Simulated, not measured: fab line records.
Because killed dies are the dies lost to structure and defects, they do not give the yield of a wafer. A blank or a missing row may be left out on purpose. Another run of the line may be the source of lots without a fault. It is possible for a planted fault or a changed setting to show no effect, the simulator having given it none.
fab line records :: flow n5-finfet :: part 2 of 2: steps 28 to 33 of 33
[record]
  lots = 5
  wafers = 15
  last-day = 15
route steps=1938 shown SD_EPI_N@283 SD_EPI_P@295
lots that met no fault: taken from a fault-free run of the same line
start-h: start of the lot's first displayed wafer, in hours after the record's first day :: wait-h: hours elapsed since this lot's preceding step :: " same as the row above :: L1.1+2: one row covering several wafers at once :: - either no value or no given start :: * or withheld: withheld :: < > ~ a bound
route shown NAME@n: NAME is a module with steps in the file, n the number in the route of the first one :: usual: mean and standard deviation over wafers with no fault :: same: alike in all rows :: chamber/n: place in a boat :: sites: the reading at each site :: _std_site: how widely they spread, as a standard deviation :: _edge_site: inner sites' mean taken away from outer sites' mean :: radius-mm: for every site, how far away it sits from the centre of the wafer :: mask NAME#n: copy n :: behind: tool/chamber where the wafer was last shaped :: hold: the reason the lot was held/the length of the hold in hours/how it ended :: device: whichever transistor did not switch (one of n, p or np) :: end of line: tests of these same wafers at the route's end :: for a step that has no rows: nothing shown but its recipe :: killed: not the wafer's yield, but the dies lost to structure and defects at the first sort :: map: the dies of a wafer, with x for killed, . for not killed, _ for no die there
set.NAME: the setting that was run; set.NAME@STEP: the one run at that earlier step :: model.NAME: the simulator's own value behind a step, which no gauge read
lots at selected steps of the route; one table per step, one row per wafer
services: the hour from which a tool's chamber was out of use, counted from the record's first day as start-h (under 0 if before that day), plus the number of hours and why
[[steps]]
[step N5_SD_EPI_P_ETCHBACK_46]
[recipe]
  chemistry = CH3F/O2
  mode = anisotropic-etchback
  target = SiNx
  target-depth-a = 175
  stop-on = SiO2
  over-etch-frac = 0.3
  ion-energy-ev = 120
  pressure-mtorr = 30
  source-w = 395
  bias-w = 73
  Ar_flow_sccm = 150
  CH3F_flow_sccm = 30
  O2_flow_sccm = 20
[usual]
  drypump-motor-current-A = 5.39/0.26
  oes_o_777_au = 0.74/0.064
  oes-product-au = 0.64/0.053
  rf-fwd-power-W = 393.1/1.3
  rf-vpp-V = 300/4.6
  showerhead-plenum-p-Torr = 2.04/0.052
  throttle-valve-pct = 16.43/0.19
lot.wafer: L076.2
tool: rie-diel-03
chamber: 2
start-h: 68.08
wait-h: 0.0
drypump-motor-current-A: 5.23
oes_o_777_au: 0.71
oes-product-au: 0.61
rf-fwd-power-W: 395.1
rf-hours-counter-h: 193
rf-vpp-V: 296
showerhead-plenum-p-Torr: 1.99
throttle-valve-pct: 16.44

lot.wafer: L076.3
tool: rie-diel-03
chamber: 1
start-h: 68.08
wait-h: 0.0
drypump-motor-current-A: 5.29
oes_o_777_au: 0.85
oes-product-au: 0.75
rf-fwd-power-W: 394.4
rf-hours-counter-h: 21
rf-vpp-V: 297
showerhead-plenum-p-Torr: 2.15
throttle-valve-pct: 16.27

lot.wafer: L076.6
tool: rie-diel-03
chamber: 3
start-h: 68.08
wait-h: 0.0
drypump-motor-current-A: 5.16
oes_o_777_au: 0.69
oes-product-au: 0.60
rf-fwd-power-W: 392.4
rf-hours-counter-h: -
rf-vpp-V: 309
showerhead-plenum-p-Torr: 2.06
throttle-valve-pct: 16.59

lot.wafer: L079.1
tool: rie-diel-06
chamber: 1
start-h: 90.32
wait-h: 0.0
drypump-motor-current-A: 5.43
oes_o_777_au: 0.69
oes-product-au: 0.59
rf-fwd-power-W: 391.9
rf-hours-counter-h: 222
rf-vpp-V: 298
showerhead-plenum-p-Torr: 2.07
throttle-valve-pct: 16.62

lot.wafer: L079.4
tool: rie-diel-06
chamber: 2
start-h: 90.32
wait-h: 0.0
drypump-motor-current-A: 5.91
oes_o_777_au: 0.78
oes-product-au: 0.66
rf-fwd-power-W: 389.4
rf-hours-counter-h: 170
rf-vpp-V: 297
showerhead-plenum-p-Torr: 1.99
throttle-valve-pct: 16.61

lot.wafer: L079.5
tool: rie-diel-06
chamber: 0
start-h: 90.32
wait-h: 0.0
drypump-motor-current-A: 5.07
oes_o_777_au: 0.77
oes-product-au: 0.65
rf-fwd-power-W: 392.4
rf-hours-counter-h: -
rf-vpp-V: 302
showerhead-plenum-p-Torr: 2.10
throttle-valve-pct: 16.23

lot.wafer: L084.2
tool: rie-diel-05
chamber: 0
start-h: 115.25
wait-h: 0.0
drypump-motor-current-A: 5.04
oes_o_777_au: 0.69
oes-product-au: 0.60
rf-fwd-power-W: 395.1
rf-hours-counter-h: 232
rf-vpp-V: 295
showerhead-plenum-p-Torr: 2.05
throttle-valve-pct: 16.70

lot.wafer: L084.3
tool: rie-diel-05
chamber: 3
start-h: 115.25
wait-h: 0.0
drypump-motor-current-A: 5.31
oes_o_777_au: 0.75
oes-product-au: 0.63
rf-fwd-power-W: 393.8
rf-hours-counter-h: 139
rf-vpp-V: 300
showerhead-plenum-p-Torr: 2.00
throttle-valve-pct: 16.35

lot.wafer: L084.6
tool: rie-diel-05
chamber: 2
start-h: 115.25
wait-h: 0.0
drypump-motor-current-A: 5.69
oes_o_777_au: 0.73
oes-product-au: 0.60
rf-fwd-power-W: 392.3
rf-hours-counter-h: -
rf-vpp-V: 294
showerhead-plenum-p-Torr: 2.07
throttle-valve-pct: 16.47

lot.wafer: L087.1
tool: rie-diel-06
chamber: 1
start-h: 136.41
wait-h: 0.0
drypump-motor-current-A: 5.46
oes_o_777_au: 0.68
oes-product-au: 0.59
rf-fwd-power-W: 391.9
rf-hours-counter-h: 237
rf-vpp-V: 298
showerhead-plenum-p-Torr: 2.07
throttle-valve-pct: 16.63

lot.wafer: L087.4
tool: rie-diel-06
chamber: 3
start-h: 136.41
wait-h: 0.0
drypump-motor-current-A: 5.31
oes_o_777_au: 0.75
oes-product-au: 0.63
rf-fwd-power-W: 393.6
rf-hours-counter-h: -
rf-vpp-V: 307
showerhead-plenum-p-Torr: 2.00
throttle-valve-pct: 16.48

lot.wafer: L087.6
tool: rie-diel-06
chamber: 1
start-h: 136.41
wait-h: 0.0
drypump-motor-current-A: 5.46
oes_o_777_au: 0.68
oes-product-au: 0.59
rf-fwd-power-W: 393.5
rf-hours-counter-h: -
rf-vpp-V: 297
showerhead-plenum-p-Torr: 2.07
throttle-valve-pct: 16.64

lot.wafer: L089.4
tool: rie-diel-06
chamber: 1
start-h: 144.79
wait-h: 0.1
drypump-motor-current-A: 5.44
oes_o_777_au: 0.67
oes-product-au: 0.59
rf-fwd-power-W: 392.9
rf-hours-counter-h: -
rf-vpp-V: 298
showerhead-plenum-p-Torr: 2.06
throttle-valve-pct: 16.63

lot.wafer: L089.5
tool: rie-diel-06
chamber: 3
start-h: 144.79
wait-h: 0.1
drypump-motor-current-A: 5.36
oes_o_777_au: 0.74
oes-product-au: 0.63
rf-fwd-power-W: 393.5
rf-hours-counter-h: -
rf-vpp-V: 307
showerhead-plenum-p-Torr: 2.00
throttle-valve-pct: 16.49

lot.wafer: L089.6
tool: rie-diel-06
chamber: 0
start-h: 144.79
wait-h: 0.1
drypump-motor-current-A: 5.07
oes_o_777_au: 0.76
oes-product-au: 0.64
rf-fwd-power-W: 391.4
rf-hours-counter-h: -
rf-vpp-V: 303
showerhead-plenum-p-Torr: 2.09
throttle-valve-pct: 16.26
[step N5_SD_EPI_P_ETCH_47]
[recipe]
  chemistry = CH3F/O2
  target = SiOCN
  target-depth-a = 250
  mask-material = SOC
  ion-energy-ev = 60
  bias-w = 29
  pressure-mtorr = 30
  source-w = 410
  Ar_flow_sccm = 150
  CH3F_flow_sccm = 30
  O2_flow_sccm = 20
[usual]
  drypump-motor-current-A = 5.39/0.26
  oes_o_777_au = 0.74/0.064
  oes-product-au = 0.74/0.065
  rf-fwd-power-W = 408.1/1.5
  rf-vpp-V = 128.5/2.1
  showerhead-plenum-p-Torr = 2.04/0.052
  throttle-valve-pct = 16.40/0.19
lot.wafer: L076.2
tool: rie-diel-03
chamber: 2
start-h: 68.18
wait-h: 0.1
drypump-motor-current-A: 5.31
oes_o_777_au: 0.72
oes-product-au: 0.70
rf-fwd-power-W: 409.8
rf-hours-counter-h: 193
rf-vpp-V: 127.0
showerhead-plenum-p-Torr: 1.99
throttle-valve-pct: 16.43

lot.wafer: L076.3
tool: rie-diel-03
chamber: 1
start-h: 68.18
wait-h: 0.1
drypump-motor-current-A: 5.29
oes_o_777_au: 0.85
oes-product-au: 0.87
rf-fwd-power-W: 410.6
rf-hours-counter-h: 21
rf-vpp-V: 129.1
showerhead-plenum-p-Torr: 2.15
throttle-valve-pct: 16.24

lot.wafer: L076.6
tool: rie-diel-03
chamber: 3
start-h: 68.18
wait-h: 0.1
drypump-motor-current-A: 5.13
oes_o_777_au: 0.70
oes-product-au: 0.71
rf-fwd-power-W: 409.2
rf-hours-counter-h: -
rf-vpp-V: 132.5
showerhead-plenum-p-Torr: 2.06
throttle-valve-pct: 16.56

lot.wafer: L079.1
tool: rie-diel-06
chamber: 1
start-h: 90.42
wait-h: 0.1
drypump-motor-current-A: 5.47
oes_o_777_au: 0.70
oes-product-au: 0.70
rf-fwd-power-W: 407.3
rf-hours-counter-h: 222
rf-vpp-V: 128.6
showerhead-plenum-p-Torr: 2.07
throttle-valve-pct: 16.56

lot.wafer: L079.4
tool: rie-diel-06
chamber: 2
start-h: 90.42
wait-h: 0.1
drypump-motor-current-A: 5.90
oes_o_777_au: 0.78
oes-product-au: 0.76
rf-fwd-power-W: 407.7
rf-hours-counter-h: 170
rf-vpp-V: 127.6
showerhead-plenum-p-Torr: 1.99
throttle-valve-pct: 16.59

lot.wafer: L079.5
tool: rie-diel-06
chamber: 0
start-h: 90.42
wait-h: 0.1
drypump-motor-current-A: 5.08
oes_o_777_au: 0.77
oes-product-au: 0.76
rf-fwd-power-W: 408.8
rf-hours-counter-h: -
rf-vpp-V: 128.6
showerhead-plenum-p-Torr: 2.10
throttle-valve-pct: 16.21

lot.wafer: L084.2
tool: rie-diel-05
chamber: 0
start-h: 115.35
wait-h: 0.1
drypump-motor-current-A: 5.03
oes_o_777_au: 0.69
oes-product-au: 0.69
rf-fwd-power-W: 408.3
rf-hours-counter-h: 232
rf-vpp-V: 124.8
showerhead-plenum-p-Torr: 2.05
throttle-valve-pct: 16.69

lot.wafer: L084.3
tool: rie-diel-05
chamber: 3
start-h: 115.35
wait-h: 0.1
drypump-motor-current-A: 5.30
oes_o_777_au: 0.75
oes-product-au: 0.76
rf-fwd-power-W: 408.9
rf-hours-counter-h: 139
rf-vpp-V: 128.9
showerhead-plenum-p-Torr: 2.00
throttle-valve-pct: 16.32

lot.wafer: L084.6
tool: rie-diel-05
chamber: 2
start-h: 115.35
wait-h: 0.1
drypump-motor-current-A: 5.70
oes_o_777_au: 0.72
oes-product-au: 0.71
rf-fwd-power-W: 409.1
rf-hours-counter-h: -
rf-vpp-V: 126.8
showerhead-plenum-p-Torr: 2.07
throttle-valve-pct: 16.44

lot.wafer: L087.1
tool: rie-diel-06
chamber: 1
start-h: 136.56
wait-h: 0.1
drypump-motor-current-A: 5.43
oes_o_777_au: 0.68
oes-product-au: 0.68
rf-fwd-power-W: 406.5
rf-hours-counter-h: 237
rf-vpp-V: 127.4
showerhead-plenum-p-Torr: 2.07
throttle-valve-pct: 16.60

lot.wafer: L087.4
tool: rie-diel-06
chamber: 3
start-h: 136.56
wait-h: 0.1
drypump-motor-current-A: 5.38
oes_o_777_au: 0.75
oes-product-au: 0.73
rf-fwd-power-W: 407.9
rf-hours-counter-h: -
rf-vpp-V: 130.2
showerhead-plenum-p-Torr: 2.00
throttle-valve-pct: 16.45

lot.wafer: L087.6
tool: rie-diel-06
chamber: 1
start-h: 136.56
wait-h: 0.1
drypump-motor-current-A: 5.43
oes_o_777_au: 0.68
oes-product-au: 0.69
rf-fwd-power-W: 407.6
rf-hours-counter-h: -
rf-vpp-V: 128.5
showerhead-plenum-p-Torr: 2.07
throttle-valve-pct: 16.61

lot.wafer: L089.4
tool: rie-diel-06
chamber: 1
start-h: 144.89
wait-h: 0.1
drypump-motor-current-A: 5.42
oes_o_777_au: 0.67
oes-product-au: 0.68
rf-fwd-power-W: 407.3
rf-hours-counter-h: -
rf-vpp-V: 127.6
showerhead-plenum-p-Torr: 2.06
throttle-valve-pct: 16.61

lot.wafer: L089.5
tool: rie-diel-06
chamber: 3
start-h: 144.89
wait-h: 0.1
drypump-motor-current-A: 5.35
oes_o_777_au: 0.75
oes-product-au: 0.73
rf-fwd-power-W: 411.2
rf-hours-counter-h: -
rf-vpp-V: 131.4
showerhead-plenum-p-Torr: 2.00
throttle-valve-pct: 16.46

lot.wafer: L089.6
tool: rie-diel-06
chamber: 0
start-h: 144.89
wait-h: 0.1
drypump-motor-current-A: 5.11
oes_o_777_au: 0.76
oes-product-au: 0.76
rf-fwd-power-W: 408.5
rf-hours-counter-h: -
rf-vpp-V: 130.4
showerhead-plenum-p-Torr: 2.09
throttle-valve-pct: 16.24
[step N5_SD_EPI_P_ETCH_16]
[recipe]
  chemistry = CHF3/O2
  target = SiO2
  target-depth-a = 50
  mask-material = SOC
  pressure-mtorr = 30
  source-w = 650
  bias-w = 170
  Ar_flow_sccm = 200
  CHF3_flow_sccm = 50
  O2_flow_sccm = 5
  ion-energy-ev = 200
[usual]
  drypump-motor-current-A = 5.38/0.27
  oes_o_777_au = 0.74/0.064
  oes-product-au = 0.74/0.065
  rf-fwd-power-W = 643/3.4
  rf-vpp-V = 528/8.3
  showerhead-plenum-p-Torr = 2.45/0.061
  throttle-valve-pct = 18.97/0.2
lot.wafer: L076.2
tool: rie-diel-03
chamber: 2
start-h: 68.28
wait-h: 0.1
drypump-motor-current-A: 5.22
oes_o_777_au: 0.73
oes-product-au: 0.71
rf-fwd-power-W: 639
rf-hours-counter-h: 193
rf-vpp-V: 520
showerhead-plenum-p-Torr: 2.39
throttle-valve-pct: 18.97

lot.wafer: L076.3
tool: rie-diel-03
chamber: 1
start-h: 68.28
wait-h: 0.1
drypump-motor-current-A: 5.29
oes_o_777_au: 0.88
oes-product-au: 0.88
rf-fwd-power-W: 644
rf-hours-counter-h: 21
rf-vpp-V: 526
showerhead-plenum-p-Torr: 2.57
throttle-valve-pct: 18.84

lot.wafer: L076.6
tool: rie-diel-03
chamber: 3
start-h: 68.28
wait-h: 0.1
drypump-motor-current-A: 5.13
oes_o_777_au: 0.68
oes-product-au: 0.71
rf-fwd-power-W: 641
rf-hours-counter-h: -
rf-vpp-V: 544
showerhead-plenum-p-Torr: 2.48
throttle-valve-pct: 19.14

lot.wafer: L079.1
tool: rie-diel-06
chamber: 1
start-h: 90.52
wait-h: 0.1
drypump-motor-current-A: 5.45
oes_o_777_au: 0.69
oes-product-au: 0.70
rf-fwd-power-W: 641
rf-hours-counter-h: 222
rf-vpp-V: 523
showerhead-plenum-p-Torr: 2.49
throttle-valve-pct: 19.11

lot.wafer: L079.4
tool: rie-diel-06
chamber: 2
start-h: 90.52
wait-h: 0.1
drypump-motor-current-A: 5.90
oes_o_777_au: 0.77
oes-product-au: 0.75
rf-fwd-power-W: 640
rf-hours-counter-h: 170
rf-vpp-V: 524
showerhead-plenum-p-Torr: 2.40
throttle-valve-pct: 19.15

lot.wafer: L079.5
tool: rie-diel-06
chamber: 0
start-h: 90.52
wait-h: 0.1
drypump-motor-current-A: 5.14
oes_o_777_au: 0.76
oes-product-au: 0.77
rf-fwd-power-W: 638
rf-hours-counter-h: -
rf-vpp-V: 535
showerhead-plenum-p-Torr: 2.52
throttle-valve-pct: 18.78

lot.wafer: L084.2
tool: rie-diel-05
chamber: 0
start-h: 115.45
wait-h: 0.1
drypump-motor-current-A: 4.99
oes_o_777_au: 0.67
oes-product-au: 0.68
rf-fwd-power-W: 640
rf-hours-counter-h: 232
rf-vpp-V: 518
showerhead-plenum-p-Torr: 2.48
throttle-valve-pct: 19.28

lot.wafer: L084.3
tool: rie-diel-05
chamber: 3
start-h: 115.45
wait-h: 0.1
drypump-motor-current-A: 5.33
oes_o_777_au: 0.73
oes-product-au: 0.76
rf-fwd-power-W: 645
rf-hours-counter-h: 139
rf-vpp-V: 531
showerhead-plenum-p-Torr: 2.42
throttle-valve-pct: 18.95

lot.wafer: L084.6
tool: rie-diel-05
chamber: 2
start-h: 115.45
wait-h: 0.1
drypump-motor-current-A: 5.67
oes_o_777_au: 0.72
oes-product-au: 0.71
rf-fwd-power-W: 643
rf-hours-counter-h: -
rf-vpp-V: 516
showerhead-plenum-p-Torr: 2.49
throttle-valve-pct: 18.97

lot.wafer: L087.1
tool: rie-diel-06
chamber: 1
start-h: 136.71
wait-h: 0.1
drypump-motor-current-A: 5.47
oes_o_777_au: 0.69
oes-product-au: 0.69
rf-fwd-power-W: 634
rf-hours-counter-h: 237
rf-vpp-V: 524
showerhead-plenum-p-Torr: 2.49
throttle-valve-pct: 19.14

lot.wafer: L087.4
tool: rie-diel-06
chamber: 3
start-h: 136.71
wait-h: 0.1
drypump-motor-current-A: 5.34
oes_o_777_au: 0.74
oes-product-au: 0.73
rf-fwd-power-W: 644
rf-hours-counter-h: -
rf-vpp-V: 540
showerhead-plenum-p-Torr: 2.41
throttle-valve-pct: 19.03

lot.wafer: L087.6
tool: rie-diel-06
chamber: 1
start-h: 136.71
wait-h: 0.1
drypump-motor-current-A: 5.44
oes_o_777_au: 0.68
oes-product-au: 0.69
rf-fwd-power-W: 638
rf-hours-counter-h: -
rf-vpp-V: 524
showerhead-plenum-p-Torr: 2.48
throttle-valve-pct: 19.15

lot.wafer: L089.4
tool: rie-diel-06
chamber: 1
start-h: 144.96
wait-h: 0.0
drypump-motor-current-A: 5.41
oes_o_777_au: 0.68
oes-product-au: 0.68
rf-fwd-power-W: 637
rf-hours-counter-h: -
rf-vpp-V: 523
showerhead-plenum-p-Torr: 2.48
throttle-valve-pct: 19.16

lot.wafer: L089.5
tool: rie-diel-06
chamber: 3
start-h: 144.96
wait-h: 0.0
drypump-motor-current-A: 5.29
oes_o_777_au: 0.75
oes-product-au: 0.73
rf-fwd-power-W: 648
rf-hours-counter-h: -
rf-vpp-V: 540
showerhead-plenum-p-Torr: 2.41
throttle-valve-pct: 19.03

lot.wafer: L089.6
tool: rie-diel-06
chamber: 0
start-h: 144.96
wait-h: 0.0
drypump-motor-current-A: 5.09
oes_o_777_au: 0.75
oes-product-au: 0.74
rf-fwd-power-W: 639
rf-hours-counter-h: -
rf-vpp-V: 533
showerhead-plenum-p-Torr: 2.52
throttle-valve-pct: 18.84
[step N5_SD_EPI_P_STRIP_50]
[recipe]
  chemistry = CHF3/O2
  resist = SiARC
  rf-frequency-hz = 6e+07
lot.wafer: L076.2+3+6
tool: rie-diel-03
chamber: 2,1,3
start-h: 68.32
wait-h: 0.0

lot.wafer: L079.1+4+5
tool: rie-diel-06
chamber: 1,2,0
start-h: 90.56
wait-h: 0.0

lot.wafer: L084.2+3+6
tool: rie-diel-05
chamber: 0,3,2
start-h: 115.49
wait-h: 0.0

lot.wafer: L087.1+4+6
tool: rie-diel-06
chamber: 1,3,1
start-h: 136.77
wait-h: 0.0

lot.wafer: L089.4+5+6
tool: rie-diel-06
chamber: 1,3,0
start-h: 144.98
wait-h: 0.0
[step N5_SD_EPI_P_SD_RECESS_17]
[recipe]
  chemistry = HBr/Cl2/O2
  target-depth-a = 391
  bt-time-s = 3
  pressure-mtorr = 10
  icp-w = 800
  bias-w = 112
  HBr_flow_sccm = 150
  Cl2_flow_sccm = 80
  O2_flow_sccm = 12
[usual]
  drypump-motor-current-A = 5.5/0.51
  oes_o_777_au = 1.000/0.017
  oes-product-au = 1.000/0.013
  rf-fwd-power-W = 794.6/2.9
  throttle-valve-pct = 37.0/0.34
lot.wafer: L076.2
tool: rie-si-01
chamber: 2
start-h: 68.36
wait-h: 0.0
drypump-motor-current-A: 5.7
oes_o_777_au: 1.006
oes-product-au: 0.992
rf-fwd-power-W: 796.9
rf-hours-counter-h: 57
throttle-valve-pct: 36.4

lot.wafer: L076.3
tool: rie-si-01
chamber: 3
start-h: 68.36
wait-h: 0.0
drypump-motor-current-A: 5.7
oes_o_777_au: 0.962
oes-product-au: 0.984
rf-fwd-power-W: 799.8
rf-hours-counter-h: 99
throttle-valve-pct: 37.3

lot.wafer: L076.6
tool: rie-si-01
chamber: 1
start-h: 68.36
wait-h: 0.0
drypump-motor-current-A: 5.7
oes_o_777_au: 1.003
oes-product-au: 0.986
rf-fwd-power-W: 794.8
rf-hours-counter-h: -
throttle-valve-pct: 36.9

lot.wafer: L079.1
tool: rie-si-01
chamber: 0
start-h: 90.59
wait-h: 0.0
drypump-motor-current-A: 6.4
oes_o_777_au: 1.001
oes-product-au: 1.010
rf-fwd-power-W: 789.6
rf-hours-counter-h: 175
throttle-valve-pct: 37.0

lot.wafer: L079.4
tool: rie-si-01
chamber: 3
start-h: 90.59
wait-h: 0.0
drypump-motor-current-A: 5.7
oes_o_777_au: 0.962
oes-product-au: 0.980
rf-fwd-power-W: 793.1
rf-hours-counter-h: 99
throttle-valve-pct: 37.3

lot.wafer: L079.5
tool: rie-si-01
chamber: 3
start-h: 90.59
wait-h: 0.0
drypump-motor-current-A: 5.7
oes_o_777_au: 0.967
oes-product-au: 0.982
rf-fwd-power-W: 795.9
rf-hours-counter-h: -
throttle-valve-pct: 37.2

lot.wafer: L084.2
tool: rie-si-01
chamber: 3
start-h: 115.52
wait-h: 0.0
drypump-motor-current-A: 5.7
oes_o_777_au: 0.963
oes-product-au: 0.995
rf-fwd-power-W: 795.4
rf-hours-counter-h: 100
throttle-valve-pct: 37.3

lot.wafer: L084.3
tool: rie-si-01
chamber: 1
start-h: 115.52
wait-h: 0.0
drypump-motor-current-A: 5.7
oes_o_777_au: 1.011
oes-product-au: 0.978
rf-fwd-power-W: 795.1
rf-hours-counter-h: 162
throttle-valve-pct: 36.9

lot.wafer: L084.6
tool: rie-si-01
chamber: 1
start-h: 115.52
wait-h: 0.0
drypump-motor-current-A: 5.7
oes_o_777_au: 0.997
oes-product-au: 0.993
rf-fwd-power-W: 798.8
rf-hours-counter-h: -
throttle-valve-pct: 36.9

lot.wafer: L087.1
tool: rie-si-06
chamber: 3
start-h: 136.81
wait-h: 0.0
drypump-motor-current-A: 5.1
oes_o_777_au: 0.988
oes-product-au: 0.978
rf-fwd-power-W: 792.7
rf-hours-counter-h: 13
throttle-valve-pct: 36.9

lot.wafer: L087.4
tool: rie-si-06
chamber: 0
start-h: 136.81
wait-h: 0.0
drypump-motor-current-A: 5.1
oes_o_777_au: 1.033
oes-product-au: 1.022
rf-fwd-power-W: 795.5
rf-hours-counter-h: 52
throttle-valve-pct: 36.8

lot.wafer: L087.6
tool: rie-si-06
chamber: 0
start-h: 136.81
wait-h: 0.0
drypump-motor-current-A: 5.1
oes_o_777_au: 1.028
oes-product-au: 1.024
rf-fwd-power-W: 797.7
rf-hours-counter-h: -
throttle-valve-pct: 36.8

lot.wafer: L089.4
tool: rie-si-01
chamber: 2
start-h: 145.01
wait-h: 0.0
drypump-motor-current-A: 5.7
oes_o_777_au: 0.995
oes-product-au: 0.991
rf-fwd-power-W: 789.8
rf-hours-counter-h: 58
throttle-valve-pct: 36.4

lot.wafer: L089.5
tool: rie-si-01
chamber: 3
start-h: 145.01
wait-h: 0.0
drypump-motor-current-A: 5.7
oes_o_777_au: 0.959
oes-product-au: 0.992
rf-fwd-power-W: 799.0
rf-hours-counter-h: -
throttle-valve-pct: 37.3

lot.wafer: L089.6
tool: rie-si-01
chamber: 2
start-h: 145.01
wait-h: 0.0
drypump-motor-current-A: 5.7
oes_o_777_au: 1.006
oes-product-au: 0.991
rf-fwd-power-W: 790.9
rf-hours-counter-h: -
throttle-valve-pct: 36.4
[step N5_SD_EPI_P_WET_ETCH_45]
[recipe]
  chemistry = dHF
  dilution = withheld
  time-s = 10.7
  target = SiO2
  target-depth-a = 20
  temp-c = 25
  dry = ipa-marangoni
  rinse-time-s = 30
  rinse-temp-c = 23
lot.wafer: L076.2+3+6
tool: wet-bench-05
chamber: 7,6,3
start-h: 68.45
wait-h: 0.1

lot.wafer: L079.1+4+5
tool: wet-bench-03
chamber: 5,3,1
start-h: 90.69
wait-h: 0.1

lot.wafer: L084.2+3+6
tool: wet-bench-02
chamber: 6,5,4
start-h: 115.62
wait-h: 0.1

lot.wafer: L087.1+4+6
tool: wet-bench-03
chamber: 1,0,2
start-h: 136.90
wait-h: 0.1

lot.wafer: L089.4+5+6
tool: wet-bench-02
chamber: 1,3,6
start-h: 145.10
wait-h: 0.1
[[services]]
tool: arfi-scanner-02
chamber: -
start-h: 40.54
hours: 0.5
kind: repair

tool: ald-sin-02
chamber: -
start-h: 41.58
hours: 2.8
kind: pm

tool: arfi-scanner-03
chamber: -
start-h: 46.23
hours: 1.0
kind: repair

tool: arfi-scanner-02
chamber: -
start-h: 46.25
hours: 1.3
kind: pm

tool: arfi-scanner-02
chamber: -
start-h: 61.02
hours: 1.0
kind: pm

tool: arfi-scanner-01
chamber: -
start-h: 61.69
hours: 1.0
kind: pm

tool: arfi-scanner-01
chamber: -
start-h: 77.46
hours: 3.9
kind: pm

tool: arfi-scanner-03
chamber: -
start-h: 79.35
hours: 0.4
kind: repair

tool: remote-plasma-02
chamber: -
start-h: 80.77
hours: 0.9
kind: repair

tool: arfi-scanner-02
chamber: -
start-h: 84.89
hours: 0.8
kind: pm

tool: rie-si-01
chamber: -
start-h: 85.28
hours: 4.1
kind: repair

tool: ald-sin-02
chamber: -
start-h: 85.48
hours: 14.0
kind: pm

tool: rie-diel-05
chamber: 0
start-h: 91.43
hours: 9.1
kind: repair

tool: arfi-scanner-03
chamber: -
start-h: 91.90
hours: 1.0
kind: pm

tool: epi-rpcvd-03
chamber: -
start-h: 92.98
hours: 1.6
kind: repair

tool: rie-si-06
chamber: 3
start-h: 93.16
hours: 4.6
kind: repair

tool: arfi-scanner-01
chamber: -
start-h: 94.13
hours: 0.8
kind: pm

tool: ald-sin-04
chamber: -
start-h: 94.92
hours: 28.1
kind: pm

tool: arfi-scanner-01
chamber: -
start-h: 101.79
hours: 1.0
kind: pm

tool: arfi-scanner-02
chamber: -
start-h: 103.91
hours: 0.8
kind: repair

tool: rie-diel-06
chamber: 2
start-h: 118.80
hours: 26.8
kind: repair

tool: rie-si-01
chamber: -
start-h: 134.41
hours: 0.8
kind: repair

tool: rie-si-01
chamber: 2
start-h: 138.88
hours: 3.6
kind: repair

tool: arfi-scanner-01
chamber: -
start-h: 141.68
hours: 1.3
kind: pm
